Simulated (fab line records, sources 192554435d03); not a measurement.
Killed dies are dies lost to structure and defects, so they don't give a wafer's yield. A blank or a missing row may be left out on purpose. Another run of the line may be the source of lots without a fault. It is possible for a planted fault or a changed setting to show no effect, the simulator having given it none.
Which tool did it? ; flow n5Finfet ; Sampling: 12 lots, 36 wafers, 2 of 1938 route steps

== WHAT THE GAUGES SHOWED, per wafer ==
N5_PASSIVATION_OVL_MEAS_60.
lot;measured;on;TV_OVL (nm)
L834;day 14 05:35;overlay-01;0 4 6
L833;day 14 05:25;overlay-02;-4 -10 -3
L836;day 14 19:11;overlay-02;-3 4 2
L835;day 15 00:22;overlay-01;-1 -10 0
L841;day 15 14:49;overlay-01;2 7 9
L840;day 15 19:49;overlay-02;10 4 0
L847;day 16 13:59;overlay-01;-4 4 0
L845;day 16 15:50;overlay-01;7 3 1
L846;day 17 06:35;overlay-01;3 4 7
L848;day 17 19:25;overlay-01;7 7 9
L851;day 17 22:23;overlay-02;1 6 2
L854;day 19 03:06;overlay-02;-16 -13 -11

== WHICH TOOL RAN EACH LOT (tool, then ch and the chambers of the sampled wafers, then the start) ==
lot;N5_BEOL_M10_SPUTTER_48
L834;pvdSputter-02, day 12 04:47
L833;pvdSputter-02, day 12 04:55
L836;pvdSputter-02, day 12 21:19
L835;pvdSputter-01, day 13 03:41
L841;pvdSputter-02, day 13 22:01
L840;pvdSputter-02, day 14 04:20
L847;pvdSputter-01, day 14 21:25
L845;pvdSputter-01, day 15 00:19
L846;pvdSputter-01, day 15 12:53
L848;pvdSputter-01, day 16 00:05
L851;pvdSputter-01, day 16 00:50
L854;pvdSputter-03, day 17 13:05
- N5_BEOL_M10_SPUTTER_48: material Cu, target thk 12 nm, time 2 s.

== AS READ BY THE TOOLS THEMSELVES (means over the sampled wafers that have a number; for cases with no such wafer, the mark the record gives instead) ==
N5_BEOL_M10_SPUTTER_48.
lot;tool;throttleValvePct (%)
L834;pvdSputter-02;30.4
L833;pvdSputter-02;30.7
L836;pvdSputter-02;30.4
L835;pvdSputter-01;30.8
L841;pvdSputter-02;30.0
L840;pvdSputter-02;29.8
L847;pvdSputter-01;30.7
L845;pvdSputter-01;30.9
L846;pvdSputter-01;31.0
L848;pvdSputter-01;30.9
L851;pvdSputter-01;31.2
L854;pvdSputter-03;30.2

== THE ANSWER, worked out from the rows above alone ==
Rule: the lots themselves supply what counts as usual. The widest of any qualifying gaps counts: lots, ordered by their means at a reading, are off when they make up no more than a third of the lots, leave a main group of 4 or more, and stand apart from it by 3 or more times the standard deviation of that group's means. The tables above print the reading to a certain number of digits; a main group whose means all agree to those digits is not used. A lot without any number at a reading at which 4 lots or more have one is off too. The other lots that the step has rows for count as sound. The gauges are gone through in route order, then the tools' own readings, and for those a lot's mean is taken as printed above. The first step at which some lot is off is used, and at that step the reading that is off furthest; a lot without a number counts as furthest.
No lot is off at any reading shown: from this, nothing can be told.

== WHAT WAS PUT IN BY THE SIMULATOR ==
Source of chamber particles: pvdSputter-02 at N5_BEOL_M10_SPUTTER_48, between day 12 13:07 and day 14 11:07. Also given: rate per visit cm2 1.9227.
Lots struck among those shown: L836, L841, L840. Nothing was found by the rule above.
